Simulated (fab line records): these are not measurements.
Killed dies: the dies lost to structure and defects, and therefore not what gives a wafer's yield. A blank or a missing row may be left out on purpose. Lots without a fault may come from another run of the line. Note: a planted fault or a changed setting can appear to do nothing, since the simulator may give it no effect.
The same fault as seen by 2 desks || flow n5_finfet || each desk holds nothing but its own numbers, with what lay behind them at the end

## DESK OF THE TOOL OWNER: cvd_co-02
The tool's own readings at N5_BEOL_M0_CO_CAP_123 (material Co, precursor CCTBA/H2, target thk 2 nm, time 102.1 s): means of the sampled wafers that have a number, for each lot that ran on this tool. The brackets show how far a lot's mean lies from the usual mean; more than 4 standard deviations puts the lot out of limits, marked OUT.
Columns: A = heater_power_w at N5_BEOL_M0_CO_CAP_123, usual 233 W; B = run_length_s at N5_BEOL_M0_CO_CAP_123, usual 125.2 s
{"lot": "L222", "first seen here": "day 6 13:28", "A": 219, "B": 125.0}
{"lot": "L224", "first seen here": "day 6 23:53", "A": 228, "B": 125.0}
{"lot": "L229", "first seen here": "day 8 04:04", "A": 224, "B": "140.3 (+42) OUT"}
{"lot": "L231", "first seen here": "day 8 16:22", "A": 232, "B": "140.4 (+42) OUT"}
{"lot": "L233", "first seen here": "day 9 08:29", "A": 224, "B": "140.1 (+41) OUT"}
This desk finds L229, L231, L233 out of limits, L229 being first, at day 8 04:04 (run_length_s at N5_BEOL_M0_CO_CAP_123). In limits: L222, L224.

## FROM THE METROLOGY DESK
What the gauges read for every lot (on any tool): the sampled wafers with a number, averaged. The brackets show how far a lot's mean lies from the usual mean; more than 4 standard deviations puts the lot out of limits, marked OUT. Shown here are 7 of its 10 readings, the ones lying furthest out on some lot.
Columns: A = DIBL_N at N5_BEOL_M4_RC_MEAS_101, usual 36.3 mV/V; B = DIBL_P at N5_BEOL_M4_RC_MEAS_101, usual 36.3 mV/V; C = IOFF_N at N5_BEOL_M4_RC_MEAS_101, usual 0.16 nA/um; D = IOFF_P at N5_BEOL_M4_RC_MEAS_101, usual 0.21 nA/um; E = SS_N at N5_BEOL_M4_RC_MEAS_101, usual 71.6 mV/dec; F = SS_P at N5_BEOL_M4_RC_MEAS_101, usual 73.3 mV/dec; G = VT_N at N5_BEOL_M4_RC_MEAS_101, usual 250 mV
{"lot": "L221", "first seen here": "day 8 03:04", "A": 35.4, "B": 35.4, "C": 0.14, "D": 0.20, "E": 71.6, "F": 72.9, "G": 252}
{"lot": "L222", "first seen here": "day 8 07:41", "A": 32.4, "B": 31.6, "C": 0.10, "D": 0.15, "E": 70.0, "F": 72.0, "G": 257}
{"lot": "L224", "first seen here": "day 8 23:09", "A": 36.1, "B": 38.1, "C": 0.16, "D": 0.20, "E": 71.4, "F": 73.6, "G": 252}
{"lot": "L229", "first seen here": "day 11 02:57", "A": 39.9, "B": 39.3, "C": 0.22, "D": 0.23, "E": 73.0, "F": 73.6, "G": 248}
{"lot": "L231", "first seen here": "day 11 15:45", "A": 36.7, "B": 38.0, "C": 0.17, "D": 0.22, "E": 72.0, "F": 73.4, "G": 248}
{"lot": "L233", "first seen here": "day 11 21:34", "A": 36.2, "B": 38.1, "C": 0.17, "D": 0.23, "E": 72.3, "F": 73.8, "G": 251}
{"lot": "L240", "first seen here": "day 13 08:12", "A": 35.0, "B": 34.7, "C": 0.16, "D": 0.18, "E": 71.4, "F": 72.9, "G": 248}
{"lot": "L236", "first seen here": "day 13 14:58", "A": 36.6, "B": 37.7, "C": 0.16, "D": 0.22, "E": 71.3, "F": 73.1, "G": 249}
{"lot": "L242", "first seen here": "day 14 01:46", "A": 35.0, "B": 33.9, "C": 0.14, "D": 0.17, "E": 71.1, "F": 72.8, "G": 253}
{"lot": "L241", "first seen here": "day 14 05:52", "A": 38.4, "B": 38.6, "C": 0.21, "D": 0.25, "E": 72.3, "F": 74.3, "G": 245}
{"lot": "L243", "first seen here": "day 14 14:23", "A": 36.7, "B": 37.0, "C": 0.19, "D": 0.22, "E": 71.9, "F": 73.0, "G": 246}
Result from this desk: across the 11 lots, nothing is out of limits.

## TAKEN TOGETHER
On L229, L231, L233, at day 8 04:04, an alarm was possible from the tool owner's desk.
Nothing out of limits was seen by the metrology desk.
The metrology desk has L229, L231, L233 on record, within its limits.
On cvd_co-02, each named lot ran N5_BEOL_M0_CO_CAP_123.

## WHAT WAS PUT IN BY THE SIMULATOR
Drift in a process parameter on cvd_co-02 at N5_BEOL_M0_CO_CAP_123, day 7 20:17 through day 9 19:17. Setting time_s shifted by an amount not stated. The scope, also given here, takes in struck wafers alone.
Lots struck among those shown: L229, L231, L233.
Delay in hours, fault start to first out-of-limits reading, by desk: the tool owner's desk at 8.
